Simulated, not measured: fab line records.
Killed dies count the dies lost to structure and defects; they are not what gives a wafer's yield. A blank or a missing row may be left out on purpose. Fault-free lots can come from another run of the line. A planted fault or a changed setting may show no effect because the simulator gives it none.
Matching of chambers -- flow n5 finfet -- N5_BEOL_M4_ETCH_74 on rie diel-01 has 4 sister chambers
The step etches underlayer in N2/H2, target depth 6.5 nm, time 5.2 s. 4 wafers are shown with their chamber, then 7 later ones without.

WAFERS WITH THEIR CHAMBER
wafer,chamber,drypump motor current A (A)
L082.4,0,5.5
L088.3,3,5.0
L090.4,1,5.3
L090.5,2,5.9

WAFERS WITH NO CHAMBER GIVEN
wafer,drypump motor current A (A)
L090.6,5.3
L093.2,5.2
L093.3,5.0
L093.5,5.4
L097.1,5.3
L097.3,4.9
L097.5,5.9

WHICH CHAMBER EACH ONE RAN IN
wafer,from the rows above,in truth
L090.6,1,1
L093.2,can't be placed: 1 or 3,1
L093.3,3,3
L093.5,can't be placed: 0 or 1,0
L097.1,1,1
L097.3,3,3
L097.5,2,2
Correctly placed: 5 of 7. From these rows, 2 cannot be placed; in 2 the true chamber is one of the candidates. Wrongly placed: 0.
How it was worked out, from the rows above alone: a wafer's distance from a chamber is the root of the sum, over the readings, of the square of ((its reading less the chamber's mean) divided by the reading's scatter). The wafer belongs to the nearest chamber; if the next one is less than 2 further off, it can't be placed. Each chamber's mean is taken over the wafers shown for it. The scatter: root of mean squared gap, hidden wafer to nearest shown wafer, with one shown wafer a chamber.
